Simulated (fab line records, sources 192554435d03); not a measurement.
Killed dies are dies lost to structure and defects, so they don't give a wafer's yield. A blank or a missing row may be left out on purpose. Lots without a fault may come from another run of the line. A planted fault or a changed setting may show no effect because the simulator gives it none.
A struck lot beside a sound one | flow n5_finfet | 16 steps out of a route of 1938
Sound: wafers L827.1, L827.2, L827.3. Struck: wafer L829.6. (L829.3 of the same lot was not struck and is left out.) The cause comes at the end.
At each step with rows: each side's tool, then ch and its chambers, then its first start. Under that, the readings that differ: sound wafers | struck wafers | difference of the means | sigmas: that difference in standard deviations of wafers without a fault.
alike: readings whose means differ by less than 2 such deviations, and words and numbers that are the same on both sides. not compared: withheld readings, readings that some wafer has no value for, bounds like >300 that may hide the same value, and numbers for which the record gives no deviation and whose values overlap.
The two part at a step that has a row with sigmas, a row that says differs or no value, or rows on one side only. Numbers that don't overlap but have no deviation are shown without sigmas and don't part them. A reading that every wafer of one side lacks parts them only if that side has two wafers or more.

first, 1 step without rows for these wafers: N5_FIN_SAQP_MANDREL_ETCH_58 (etches a-Si in HBr/Cl2, stops on SiNx, target depth 45 nm, bt time 10 s, time 27 s).
N5_FIN_SAQP_RECESS_63: chemistry HF/NH3, target SiO2, target depth 18 nm, afs cycles 3, sublimation time 60 s.
  sound on vapor_etch-01 ch 0,1, day 3 12:01; struck on vapor_etch-01 ch 0, day 4 00:19
  alike: drypump_motor_current_A, sublimation_temp_c
then, 1 step without rows for these wafers: N5_FIN_SAQP_COAT_68 (time 60 s, resist thk 100 nm).
N5_FIN_SAQP_ETCH_69: etches SOC in N2/H2, stops on SiNx, target depth 150 nm.
  sound on rie_diel-05 ch 1,2,3, day 3 12:28; struck on rie_diel-01 ch 0, day 4 00:43
  reading                         | sound             | struck | difference | sigmas
  rf_vpp_V (V)                    | 240.8 241.4 242.1 | 237.8  | -3.6       | -3
  showerhead_plenum_p_Torr (Torr) | 2.51 2.63 2.64    | 2.42   | -0.17      | -2
  alike: bias_w, drypump_motor_current_A, oes_product_au, rf_fwd_power_W, throttle_valve_pct
  not compared: rf_hours_counter_h
then, 4 steps without rows for these wafers: N5_FIN_SAQP_ETCH_67 (etches SiNx in CH3F/O2, target depth 30 nm); N5_FIN_SAQP_STRIP_70 (strips in N2/H2); N5_FIN_SAQP_RECESS_71 (chemistry HF/NH3, target SiO2, target depth 3 nm, afs cycles 1, sublimation time 60 s); N5_FIN_SAQP_SPACER2_ALD_28 (deposits SiO2, target thk 8.1 nm, pulse time 1 s, purge time 2 s).
N5_FIN_SAQP_SPACER2_ETCHBACK_29: etches SiO2 in CHF3/O2, target depth 12.2 nm, time 6.1 s.
  sound on rie_diel-02 ch 1,2,3, day 3 13:15; struck on rie_diel-01 ch 2, day 4 01:21
  alike: bias_w, drypump_motor_current_A, oes_product_au, rf_fwd_power_W, rf_vpp_V, showerhead_plenum_p_Torr, throttle_valve_pct
  not compared: rf_hours_counter_h
then, 1 step without rows for these wafers: N5_FIN_SAQP_MANDREL2_REMOVE_60 (chemistry HBr/Cl2/O2, target a-Si, stops on SiNx, bt time 10 s).
N5_FIN_SAQP_CD_MEAS_31: target cd 8 nm.
  sound on cd_sem-02 ch 0, day 3 13:27; struck on cd_sem-01 ch 0, day 4 01:33
  alike: cd_nm
N5_FIN_SAQP_HM_OPEN_33: chemistry CH3F/O2, target SiNx, target depth 49.4 nm, time 70.6 s.
  sound on rie_diel-01 ch 1,2,3, day 3 13:30; struck on rie_diel-01 ch 1, day 4 01:36
  alike: bias_w, drypump_motor_current_A, etch_rf_on_time_s, oes_product_au, rf_fwd_power_W, rf_vpp_V, showerhead_plenum_p_Torr, throttle_valve_pct
  not compared: rf_hours_counter_h
N5_FIN_SAQP_ETCH_34: etches SiO2 in C4F6/O2, target depth 45 nm, time 15 s.
  sound on rie_diel-01 ch 1,2,3, day 3 13:34; struck on rie_diel-01 ch 1, day 4 01:40
  reading               | sound          | struck | difference | sigmas
  etch_rf_on_time_s (s) | 14.8 14.8 14.6 | 16.8   | +2.1       | +7
  oes_product_au (a.u.) | 0.69 0.68 0.62 | 0.57   | -0.09      | -2
  alike: bias_w, drypump_motor_current_A, rf_fwd_power_W, rf_vpp_V, showerhead_plenum_p_Torr, throttle_valve_pct
  not compared: rf_hours_counter_h
N5_FIN_SAQP_STRIP_77: strips in N2/H2, time 90 s.
  sound on rie_diel-01 ch 1,2,3, day 3 13:35; struck on rie_diel-01 ch 1, day 4 01:41
  alike: drypump_motor_current_A, oes_product_au, rf_vpp_V, showerhead_plenum_p_Torr, throttle_valve_pct
  not compared: rf_hours_counter_h
-- the record jumps here: 6 days lie between the struck wafers' starts before and after (it left off in module FIN_SAQP and takes up again in module BEOL_M4, whose first step shown is number 1111 of the route) --
N5_BEOL_M4_RC_MEAS_101:
  sound on prober-01 ch 0, day 10 03:07; struck on prober-01 ch 0, day 10 06:50
  alike: DIBL_N, DIBL_P, IOFF_N, IOFF_P, ION_N, ION_P, SS_N, SS_P, VT_N, VT_P
-- the record jumps here: 5 days lie between the struck wafers' starts before and after (it left off in module BEOL_M4 and takes up again in module PASSIVATION, whose first step shown is number 1936 of the route) --
N5_PASSIVATION_PROBE_49:
  sound on prober-02, day 14 14:47; struck on prober-01, day 15 01:34
  reading         | sound | struck | difference | sigmas
  killed_at_other | 0 0 3 | 8      | +7         | +2
  alike: defect_limited_yield, killed_at_M0_to_M3, killed_at_M4_up, killed_at_contacts, killed_at_front_end, killed_dies, killed_on_rim, killed_open, killed_short, sort_bin_4_leakage, sort_bin_5_function, sort_bin_6_memory, sort_bin_8_speed, sort_n_pass, sort_yield_pct

WHERE THEY PART
First at N5_FIN_SAQP_ETCH_69; last, within this record, at N5_PASSIVATION_PROBE_49.

WHY: what the simulator had put in
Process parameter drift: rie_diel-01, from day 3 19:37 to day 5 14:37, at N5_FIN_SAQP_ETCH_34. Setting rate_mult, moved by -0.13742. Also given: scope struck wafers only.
